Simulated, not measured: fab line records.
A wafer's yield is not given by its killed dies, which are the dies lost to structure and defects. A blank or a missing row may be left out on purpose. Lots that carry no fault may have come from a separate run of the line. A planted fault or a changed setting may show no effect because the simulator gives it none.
fab line records	flow n5-finfet
record: lots: 5	wafers: 15	last-day: 18
route steps=1938 shown TV_LITHO@1875 TV_OPEN@1887 PASSIVATION@1936
lots untouched by any fault: they come from a run of this same line in which no faults occurred
start-h: hours from the record's opening day to when the first of the lot's shown wafers began	wait-h: how many hours have passed since the lot's step before this one	" the same as in the row above	L1.1+2: one row covering several wafers at once	- value missing, or start not given	* or withheld: withheld	< > ~ a bound
route shown NAME@n: names a module that has steps shown in the file, with the first one's number in the route	usual: average and standard deviation across the fault-free wafers	same: alike in all rows	chamber/n: place in a boat	sites: readings site by site	_std_site: the values' standard deviation	_edge_site: outer sites' mean less inner sites'	radius-mm: how far each site lies from the wafer's centre	mask NAME#n: copy n	behind: the last tool/chamber to shape the wafer	hold: the reason the lot was held/the length of the hold in hours/how it ended	device: which transistor (n, p or np) failed to switch	end of line: tests of these same wafers at the route's end	a step with no rows: only its recipe	killed: not the wafer's yield, but the dies lost to structure and defects at the first sort	map: a wafer's dies, marking killed ones x, the rest . and places with no die _
set.NAME: the setting as run; set.NAME@STEP: as run at that earlier step	model.NAME: the simulator's own value behind a step, which no gauge read
lots seen at some steps along the route; tables by step, rows by wafer
services: from which hour (start-h, from the record's first day; less than 0 if before it) a tool's chamber was out of use, for how many hours, and why
== steps ==
step: N5_PASSIVATION_HMDS_03
recipe: time-s: 60	temp-c: 120
step: N5_PASSIVATION_COAT_04
recipe: spin-rpm: *	resist-thk-nm: *
step: N5_PASSIVATION_EBR_06
recipe: solvent: PGMEA	ebr-width-mm: 1.5
step: N5_PASSIVATION_SOFTBAKE_05
recipe: temp-c: 100	time-s: 90
step: N5_PASSIVATION_EXPOSE_07
recipe: mask-id: TV	na: 0.55	source-shape: conventional	sigma-outer: 0.8	polarization: unpolarized	defocus-nm: 0	target-cd-nm: 3000	dose-mj: 22.75
step: N5_PASSIVATION_PEB_08
recipe: peb-temp-c: withheld	peb-time-s: *
step: N5_PASSIVATION_DEVELOP_09
recipe: develop-time-s: 60	rinse-liquid: diw	dry: air-spin	dev-temp-c: 21
step: N5_PASSIVATION_HARDBAKE_11
recipe: temp-c: 130	time-s: 120
step: N5_PASSIVATION_CD_MEAS_10
recipe: target-cd-nm: 3000	landing-energy-ev: 500	detector: se-inlens
usual: cd-nm: 2999.8/1.5
lot.wafer	tool	chamber	start-h	wait-h	cd-nm
L614.1	cd-sem-01	0	255.15	-	3000.5
L614.5	"	0	"	"	2999.6
L614.6	"	0	"	"	2998.6
L623.1	cd-sem-02	0	323.01	-	3000.8
L623.2	"	0	"	"	2999.7
L623.5	"	0	"	"	2999.9
L630.2	cd-sem-02	0	388.68	-	3001.3
L630.4	"	0	"	"	2997.9
L630.5	"	0	"	"	3001.0
L636.2	cd-sem-02	0	410.46	-	3000.1
L636.5	"	0	"	"	2999.2
L636.6	"	0	"	"	2999.1
L637.1	cd-sem-02	0	422.31	-	3000.4
L637.2	"	0	"	"	3001.7
L637.6	"	0	"	"	3002.4
step: N5_PASSIVATION_OVL_MEAS_60
recipe: points-per-wafer: 44
usual: TV_OVL: -3/6.5
lot.wafer	tool	chamber	start-h	wait-h	TV_OVL[nm]
L614.1	overlay-01	0	255.19	0.0	-8
L614.5	"	0	"	"	-1
L614.6	"	0	"	"	-1
L623.1	overlay-01	0	323.04	0.0	-5
L623.2	"	0	"	"	0
L623.5	"	0	"	"	3
L630.2	overlay-02	0	388.71	0.0	3
L630.4	"	0	"	"	-3
L630.5	"	0	"	"	0
L636.2	overlay-01	0	410.49	0.0	-7
L636.5	"	0	"	"	1
L636.6	"	0	"	"	-1
L637.1	overlay-01	0	422.34	0.0	-12
L637.2	"	0	"	"	-16
L637.6	"	0	"	"	-16
step: N5_PASSIVATION_INSPECT_61
recipe: mode: adi	inspect-instrument: macro
usual: raw-defect-count: 2.1/1.5
lot.wafer	tool	chamber	start-h	wait-h	raw-defect-count
L614.1	defect-inspect-02	-	255.22	0.0	1
L614.5	"	-	"	"	1
L614.6	"	-	"	"	3
L623.1	defect-inspect-02	-	323.06	0.0	2
L623.2	"	-	"	"	1
L623.5	"	-	"	"	1
L630.2	defect-inspect-01	-	388.74	0.0	2
L630.4	"	-	"	"	6
L630.5	"	-	"	"	5
L636.2	defect-inspect-01	-	410.51	0.0	3
L636.5	"	-	"	"	4
L636.6	"	-	"	"	3
L637.1	defect-inspect-01	-	422.37	0.0	3
L637.2	"	-	"	"	6
L637.6	"	-	"	"	2
step: N5_PASSIVATION_DESCUM_12
recipe: chemistry: O2	time-s: 7.9	source-power-w: 50	bias-power-w: 20	pressure-mtorr: 20	rf-frequency-hz: 2.712e+07	temp-c: 40	o2-flow-sccm: 225
usual: drypump-motor-current-A: 5.6/0.48	oes-product-au: 0.82/0.087	rf-vpp-V: 243.4/1.2	showerhead-plenum-p-Torr: 2.11/0.055	throttle-valve-pct: 20.44/0.17
lot.wafer	tool	chamber	start-h	wait-h	drypump-motor-current-A	oes-product-au	rf-hours-counter-h	rf-vpp-V	showerhead-plenum-p-Torr	throttle-valve-pct
L614.1	rie-diel-06	3	255.25	0.0	5.8	0.71	218	240.9	1.99	20.77
L614.5	"	1	"	"	5.6	0.68	-	243.5	2.14	20.59
L614.6	"	0	"	"	5.6	0.83	-	242.8	2.11	20.43
L623.1	rie-diel-04	2	323.10	0.0	6.1	0.99	1	244.3	2.07	20.28
L623.2	"	1	"	"	5.1	0.73	183	243.1	2.09	20.69
L623.5	"	3	"	"	6.3	0.74	-	242.4	2.09	20.42
L630.2	rie-diel-04	1	388.89	0.1	5.1	0.72	198	245.1	2.09	20.71
L630.4	"	2	"	"	6.1	0.91	19	242.6	2.06	20.30
L630.5	"	0	"	"	5.1	0.86	-	243.6	2.13	20.34
L636.2	rie-diel-06	3	410.86	0.3	5.8	0.92	13	245.9	2.23	20.46
L636.5	"	0	"	"	5.6	0.77	-	243.0	2.10	20.50
L636.6	"	3	"	"	5.8	0.93	-	245.7	2.23	20.44
L637.1	rie-diel-06	3	422.40	0.0	5.8	0.93	16	244.2	2.23	20.44
L637.2	"	1	"	"	5.6	0.89	38	243.6	2.12	20.29
L637.6	"	2	"	"	5.6	0.81	-	243.1	2.11	20.59
step: N5_PASSIVATION_PASS_ETCH_74
recipe: chemistry: CF4/O2	target: SiNx	target-depth-a: 2200	time-s: 110	ion-energy-ev: 100	pressure-mtorr: 40	source-w: 535	bias-w: 49	Ar_flow_sccm: 100	cf4-flow-sccm: 100	O2_flow_sccm: 10
usual: drypump-motor-current-A: 5.6/0.49	oes-product-au: 0.82/0.088	rf-vpp-V: 240.3/2.3	showerhead-plenum-p-Torr: 2.22/0.058	throttle-valve-pct: 15.97/0.18
lot.wafer	tool	chamber	start-h	wait-h	drypump-motor-current-A	oes-product-au	rf-hours-counter-h	rf-vpp-V	showerhead-plenum-p-Torr	throttle-valve-pct	model.etch.depth-nm	model.coat_of_PASSIVATION_COAT_04.thk-nm	model.TV_OPEN.cd-offset-nm
L614.1	rie-diel-06	3	255.32	0.0	5.8	0.72	218	235.9	2.10	16.36	219.3	*	0.6
L614.5	"	1	"	"	5.6	0.68	-	241.3	2.26	16.26	216	*	0.2
L614.6	"	0	"	"	5.6	0.82	-	242.9	2.23	15.96	225.6	*	0.2
L623.1	rie-diel-04	2	323.16	0.0	6.1	1.18	1	239.2	2.17	15.75	289.3	*	-3.4
L623.2	"	1	"	"	5.1	0.73	183	240.1	2.19	16.20	219.5	*	0.2
L623.5	"	3	"	"	6.3	0.74	-	242.8	2.20	15.98	216.1	*	-0.6
L630.2	rie-diel-04	1	388.95	0.0	5.1	0.72	199	238.6	2.19	16.23	220.5	*	0
L630.4	"	2	"	"	6.1	0.92	19	240.1	2.16	15.73	221.4	*	0
L630.5	"	0	"	"	5.1	0.87	-	238.9	2.25	15.88	227.3	*	0
L636.2	rie-diel-06	3	410.92	0.0	5.8	0.94	13	240.6	2.35	15.95	226.5	*	-0.2
L636.5	"	0	"	"	5.6	0.77	-	242.3	2.21	16.04	222.9	*	0
L636.6	"	3	"	"	5.8	0.94	-	241.4	2.35	15.95	224.5	*	-0.2
L637.1	rie-diel-06	3	422.47	0.0	5.8	0.93	16	239.6	2.35	15.95	224	*	0
L637.2	"	1	"	"	5.6	0.88	38	242.1	2.24	15.85	220.8	*	-0.4
L637.6	"	2	"	"	5.7	0.81	-	240.6	2.22	16.12	218.2	*	0
step: N5_PASSIVATION_VIA_ETCH_13
recipe: chemistry: CHF3/O2	target: SiO2	target-depth-a: 6600	CHF3_flow_sccm: 50	O2_flow_sccm: 5	Ar_flow_sccm: 200	time-s: 330	mask-material: PR	pressure-mtorr: 30	source-w: 650	bias-w: 170	ion-energy-ev: 200	ends: cleared
usual: CHF3_flow_sccm: 49.98/0.13	drypump-motor-current-A: 5.6/0.49	etch-rf-on-time-s: 234/4.1	oes-product-au: 0.74/0.078	rf-vpp-V: 523/4.6	showerhead-plenum-p-Torr: 2.43/0.064	throttle-valve-pct: 18.87/0.17
lot.wafer	tool	chamber	start-h	wait-h	CHF3_flow_sccm	drypump-motor-current-A	etch-rf-on-time-s	oes-product-au	rf-hours-counter-h	rf-vpp-V	showerhead-plenum-p-Torr	throttle-valve-pct	model.coat_of_PASSIVATION_COAT_04.thk-nm
L614.1	rie-diel-06	3	255.41	0.0	49.84	5.8	237	0.65	218	514	2.30	19.23	*
L614.5	"	1	"	"	49.84	5.6	240	0.62	-	525	2.47	19.10	*
L614.6	"	0	"	"	50.09	5.6	231	0.75	-	530	2.44	18.88	*
L623.1	rie-diel-04	2	323.26	0.0	50.04	6.1	233	0.89	1	520	2.37	18.64	*
L623.2	"	1	"	"	50.02	5.1	234	0.66	184	521	2.40	19.10	*
L623.5	"	3	"	"	49.96	6.3	240	0.68	-	529	2.40	18.83	*
L630.2	rie-diel-04	1	389.04	0.0	50.10	5.0	229	0.66	199	519	2.39	19.13	*
L630.4	"	2	"	"	49.96	6.1	238	0.84	19	521	2.36	18.67	*
L630.5	"	0	"	"	49.93	5.1	233	0.78	-	519	2.45	18.80	*
L636.2	rie-diel-06	3	411.01	0.0	50.12	5.7	232	0.84	13	523	2.57	18.89	*
L636.5	"	0	"	"	50.07	5.6	237	0.70	-	529	2.42	18.97	*
L636.6	"	3	"	"	49.94	5.8	236	0.83	-	524	2.57	18.89	*
L637.1	rie-diel-06	3	422.56	0.0	49.94	5.8	228	0.83	16	524	2.57	18.90	*
L637.2	"	1	"	"	49.86	5.6	234	0.79	38	523	2.45	18.77	*
L637.6	"	2	"	"	50.05	5.6	237	0.73	-	526	2.43	19.02	*
step: N5_PASSIVATION_STRIP_14
recipe: chemistry: O2	power-w: 600	temp-c: 60	pressure-mtorr: 30	rf-frequency-hz: 6e+07	bias-power-w: 0	overash-fraction: 0.5	o2-flow-sccm: 225
usual: drypump-motor-current-A: 5.6/0.48	oes-product-au: 0.82/0.088	rf-vpp-V: 3.8/0.99	showerhead-plenum-p-Torr: 2.11/0.054	throttle-valve-pct: 16.67/0.18
lot.wafer	tool	chamber	start-h	wait-h	drypump-motor-current-A	oes-product-au	rf-hours-counter-h	rf-vpp-V	showerhead-plenum-p-Torr	throttle-valve-pct
L614.1	rie-diel-06	3	255.61	0.1	5.8	0.71	218	2.5	1.99	17.01
L614.5	"	1	"	"	5.6	0.70	-	3.8	2.14	16.87
L614.6	"	0	"	"	5.6	0.82	-	3.3	2.12	16.62
L623.1	rie-diel-04	2	323.45	0.1	6.1	0.99	1	4.1	2.07	16.46
L623.2	"	1	"	"	5.0	0.73	184	3.9	2.10	16.96
L623.5	"	3	"	"	6.3	0.75	-	2.6	2.10	16.70
L630.2	rie-diel-04	1	389.24	0.1	5.1	0.72	199	2.9	2.09	16.99
L630.4	"	2	"	"	6.1	0.92	19	4.4	2.07	16.49
L630.5	"	0	"	"	5.0	0.85	-	5.1	2.13	16.55
L636.2	rie-diel-06	3	411.21	0.1	5.8	0.93	14	4.3	2.24	16.64
L636.5	"	0	"	"	5.6	0.77	-	2.9	2.10	16.77
L636.6	"	3	"	"	5.8	0.93	-	4.7	2.24	16.61
L637.1	rie-diel-06	3	422.76	0.1	5.8	0.94	16	4.4	2.24	16.63
L637.2	"	1	"	"	5.6	0.88	38	4.7	2.13	16.43
L637.6	"	2	"	"	5.6	0.82	-	5.0	2.12	16.79
step: N5_PASSIVATION_ETCH_15
recipe: chemistry: CF4/N2	target: SiCN	target-depth-a: 750	taper-deg: 2	time-s: 81.2	ion-energy-ev: 150	mask-material: SiNx	pressure-mtorr: 40	source-w: 430	bias-w: 70	Ar_flow_sccm: 100	cf4-flow-sccm: 60	n2-flow-sccm: 60
usual: drypump-motor-current-A: 5.6/0.49	oes-product-au: 0.82/0.089	rf-vpp-V: 382.7/1.5	showerhead-plenum-p-Torr: 2.22/0.059	throttle-valve-pct: 15.42/0.19
lot.wafer	tool	chamber	start-h	wait-h	drypump-motor-current-A	oes-product-au	rf-hours-counter-h	rf-vpp-V	showerhead-plenum-p-Torr	throttle-valve-pct	model.TV_OPEN.cd-offset-nm
L614.1	rie-diel-06	3	-	-	5.8	0.71	219	380.6	2.10	15.79	2.2
L614.5	"	1	"	"	5.6	0.68	-	384.7	2.26	15.71	1.4
L614.6	"	0	"	"	5.6	0.83	-	383.2	2.23	15.39	2.2
L623.1	rie-diel-04	2	-	-	6.1	0.99	1	381.5	2.17	15.13	-1.2
L623.2	"	1	"	"	5.0	0.73	184	382.6	2.19	15.65	2.6
L623.5	"	3	"	"	6.3	0.75	-	383.3	2.20	15.44	1.4
L630.2	rie-diel-04	1	-	-	5.0	0.73	199	382.3	2.19	15.70	2
L630.4	"	2	"	"	6.1	0.93	19	381.8	2.16	15.15	1.4
L630.5	"	0	"	"	5.1	0.88	-	383.4	2.25	15.32	1.4
L636.2	rie-diel-06	3	-	-	5.8	0.94	14	386.2	2.35	15.38	1.6
L636.5	"	0	"	"	5.6	0.77	-	383.5	2.21	15.51	1.6
L636.6	"	3	"	"	5.8	0.93	-	386.4	2.35	15.38	1.6
L637.1	rie-diel-06	3	-	-	5.8	0.93	16	386.6	2.35	15.40	2.6
L637.2	"	1	"	"	5.6	0.88	38	382.4	2.25	15.32	1.8
L637.6	"	2	"	"	5.6	0.81	-	384.7	2.22	15.55	2.2
step: N5_PASSIVATION_STRIP_73
recipe: chemistry: post-etch-residue-remover	time-s: 60	temp-c: 25	remover-ph: withheld	remover-water-wt-pct: withheld	remover-fluoride-wt-pct: withheld
step: N5_PASSIVATION_PROBE_49
usual: defect-limited-yield: 91.6/1.4	killed_at_M0_to_M3: 30/8.7	killed_at_M4_up: 14/5.4	killed-at-contacts: 11/6.4	killed-at-front-end: 40/12	killed-at-other: 3/3.1	killed-dies: 99/17	killed-open: 64/12	killed-short: 33/8.1	sort_bin_5_function: 4.9/0.88	sort_bin_6_memory: 3.1/0.69	sort-n-pass: 1081/17	sort-yield-pct: 91.6/1.4
same: gross-dies: 1180	killed-at-back-side: 0	sort_bin_4_leakage[%]: 0	sort_bin_8_speed[%]: 0
lot.wafer	tool	chamber	start-h	wait-h	defect-limited-yield[%]	killed_at_M0_to_M3	killed_at_M4_up	killed-at-contacts	killed-at-front-end	killed-at-other	killed-dies	killed-open	killed-short	sort_bin_5_function[%]	sort_bin_6_memory[%]	sort-n-pass	sort-yield-pct[%]
L623.1	prober-01	-	330.02	0.0	90.3	50	9	10	40	6	115	80	34	5.4	3.7	1065	90.3
L623.2	prober-01	-	330.07	0.1	91.2	30	21	15	37	1	104	62	41	4.2	4.5	1076	91.2
L623.5	prober-01	-	330.22	0.2	89.3	33	25	10	53	5	126	88	34	5.8	4.7	1054	89.3
L636.2	prober-02	-	417.64	0.1	91.6	41	18	6	30	4	99	76	22	4.4	3.8	1081	91.6
L636.5	prober-02	-	417.79	0.2	91.4	38	12	12	36	4	102	67	30	4.7	3.6	1078	91.4
L636.6	prober-02	-	417.84	0.3	91.4	58	11	3	28	1	101	70	29	5.4	2.8	1079	91.4
killed by level:class
L623.1 BEOL_M0_SAQP:geometric-particle:open=21 BEOL_M0_SAQP:geometric-particle:short=12 STI_FIN_REVEAL:geometric-particle:open=11 FIN_SAQP:geometric-particle:open=10 BEOL_M0:geometric-particle:open=7 MOL_CONTACT_COAG:geometric-particle:open=6 FIN_SAQP:geometric-particle:short=5 DUMMY_GATE:geometric-particle:open=5
L623.2 BEOL_M0_SAQP:geometric-particle:short=12 MOL_CONTACT_COAG:geometric-particle:open=11 FIN_SAQP:geometric-particle:open=8 BEOL_M4:geometric-particle:open=8 GATE_CUT:geometric-particle:short=5 BEOL_M0_SAQP:geometric-particle:open=5 BEOL_M5:geometric-particle:open=5 STI_FIN_REVEAL:geometric-particle:open=4
L623.5 STI_FIN_REVEAL:geometric-particle:open=18 BEOL_M4:geometric-particle:open=14 BEOL_M0_SAQP:geometric-particle:open=11 GATE_CUT:geometric-particle:short=11 FIN_SAQP:geometric-particle:open=9 MOL_CONTACT_COAG:geometric-particle:open=9 BEOL_M0_SAQP:geometric-particle:short=7 BEOL_M1:geometric-particle:open=4
L636.2 STI_FIN_REVEAL:geometric-particle:open=13 BEOL_M0_SAQP:geometric-particle:open=13 BEOL_M0_SAQP:geometric-particle:short=9 BEOL_M2:geometric-particle:open=8 BEOL_M1:geometric-particle:open=6 MOL_CONTACT_COAG:geometric-particle:open=5 BEOL_M4:geometric-particle:open=5 FIN_SAQP:geometric-particle:open=4
L636.5 BEOL_M0_SAQP:geometric-particle:open=10 MOL_CONTACT_COAG:geometric-particle:open=9 FIN_SAQP:geometric-particle:open=8 BEOL_M0_SAQP:geometric-particle:short=8 FIN_SAQP:geometric-particle:short=7 BEOL_M4:geometric-particle:open=7 STI_FIN_REVEAL:geometric-particle:open=5 BEOL_M0:geometric-particle:open=5
L636.6 BEOL_M0_SAQP:geometric-particle:open=17 BEOL_M0_SAQP:geometric-particle:short=15 FIN_SAQP:geometric-particle:open=7 BEOL_M1:geometric-particle:open=7 STI_FIN_REVEAL:geometric-particle:open=6 BEOL_M2:geometric-particle:open=5 BEOL_M3:geometric-particle:open=5 DUMMY_GATE:geometric-particle:open=4
== services ==
tool	chamber	start-h	hours	kind
rie-diel-06	3	234.46	2.5	repair
rie-diel-06	1	271.80	-	clean
rie-diel-06	1	271.80	-	consumable-replace:focus-ring
rie-diel-06	1	271.80	23.7	scheduled-down
rie-diel-06	1	271.80	23.7	vent-cycle
rie-diel-04	-	287.54	4.3	pm
rie-diel-04	2	299.26	-	clean
rie-diel-04	2	299.26	-	consumable-replace:focus-ring
rie-diel-04	2	299.26	15.7	scheduled-down
rie-diel-04	2	299.26	15.7	vent-cycle
rie-diel-06	3	348.05	-	clean
rie-diel-06	3	348.05	-	consumable-replace:focus-ring
rie-diel-06	3	348.05	-	consumable-replace:showerhead
rie-diel-06	3	348.05	20.0	scheduled-down
rie-diel-06	3	348.05	20.0	vent-cycle
rie-diel-06	2	391.01	4.4	repair
== key ==
first-sign: step: N5_PASSIVATION_PASS_ETCH_74	reading: oes-product-au	direction: up	sigmas: 4.1	usual: 0.82	struck: 1.18
effect none on later readings
model-effect: step: N5_PASSIVATION_PASS_ETCH_74	value: etch.depth-nm	without: 219.3	struck: 289.3
model-effect: step: N5_PASSIVATION_VIA_ETCH_13	value: coat_of_PASSIVATION_COAT_04.thk-nm	without: *	struck: *
model-effect: step: N5_PASSIVATION_ETCH_15	value: TV_OPEN.cd-offset-nm	without: 2	struck: -1.2
met-at N5_PASSIVATION_PASS_ETCH_74
struck-wafers L623.1
fault: kind: process-parameter-drift	tool: rie-diel-04	chamber: -	onset-h: 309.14	steps: N5_PASSIVATION_PASS_ETCH_74	channel: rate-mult	offset: 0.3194	shape: step	end-h: 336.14	scope: struck-wafers-only
